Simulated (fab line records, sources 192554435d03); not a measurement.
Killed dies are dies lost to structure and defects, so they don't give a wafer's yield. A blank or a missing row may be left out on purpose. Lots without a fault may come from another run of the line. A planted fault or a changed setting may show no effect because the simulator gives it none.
Problem report in the 8D (eight disciplines) form, filled by code | flow n5_finfet | the parts of the form that need people (team, actions taken, sign-off) are left out

1. THE PROBLEM
exposure_dose_mJ_cm2 at N5_PASSIVATION_EXPOSE_27 reads a mean of 32.87 on 6 wafers of 2 lots; wafers without a fault read 32.29 with a standard deviation of 0.031. That is +19 standard deviations from the usual mean.
The step: exposes mask PAD, defocus 0 nm.
First seen on wafer L696.2, day 16 17:28, on krf_scanner-02. The record holds 31 wafers of 11 lots with a number at this step. Rule for "out", or "out of limits": more than 4 standard deviations from the usual mean. The other wafers with a number count as sound.

2. WHAT IT IS AND WHAT IT IS NOT
question                    | is                     | is not
which readings at this step | exposure_dose_mJ_cm2   | -
which lots                  | L696, L697             | L680, L681, L682, L683, L684, L685, L686, L688, L702
which wafers of those lots  | all that have a number | -
read on which tools         | krf_scanner-02         | krf_scanner-01
when                        | from day 16 17:28      | up to then (23 sound wafers); but 2 sound wafers of L702 came after

3. SUSPECTS, AND WHAT RULES EACH OUT
Counting: a tool at a process step up to the reading stays a suspect if it ran every lot that is out and no sound lot after the first of them.
- krf_scanner-02 at N5_PASSIVATION_EXPOSE_27 (exposes mask PAD, defocus 0 nm): kept. It ran every lot that is out, first L696 (day 16 17:28), and no sound lot after that; its last sound lot up to then is L688 (day 14 01:25). Its own readings are out on those wafers: exposure_dose_mJ_cm2.
Left after counting: krf_scanner-02 at N5_PASSIVATION_EXPOSE_27.

4. THE CAUSE (what the simulator had put in)
Process parameter drift: krf_scanner-02, from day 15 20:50 on, at N5_PASSIVATION_EXPOSE_27. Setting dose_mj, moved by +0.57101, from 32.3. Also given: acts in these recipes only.
Counting left only this tool.

5. THE CHAIN OF EFFECTS, in route order
Each row: a reading whose mean over the struck wafers that have a number lies more than 3 standard deviations from the usual. Only readings for which the record gives a usual standard deviation are gone through. hours: the time from each lot's start at the first step in this table that gives one to its start at this step, as a median over the lots. sigmas: the change in usual standard deviations.
hours | step                     | reading              | usual | on struck wafers | change | sigmas
0     | N5_PASSIVATION_EXPOSE_27 | exposure_dose_mJ_cm2 | 32.29 | 32.87            | +0.58  | +19
The process steps in it:
- N5_PASSIVATION_EXPOSE_27: exposes mask PAD, defocus 0 nm.

6. WHAT WOULD HAVE CAUGHT IT SOONER
In this record the first reading out of limits was taken at day 16 17:28, 21 hours after the fault began at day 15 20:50.
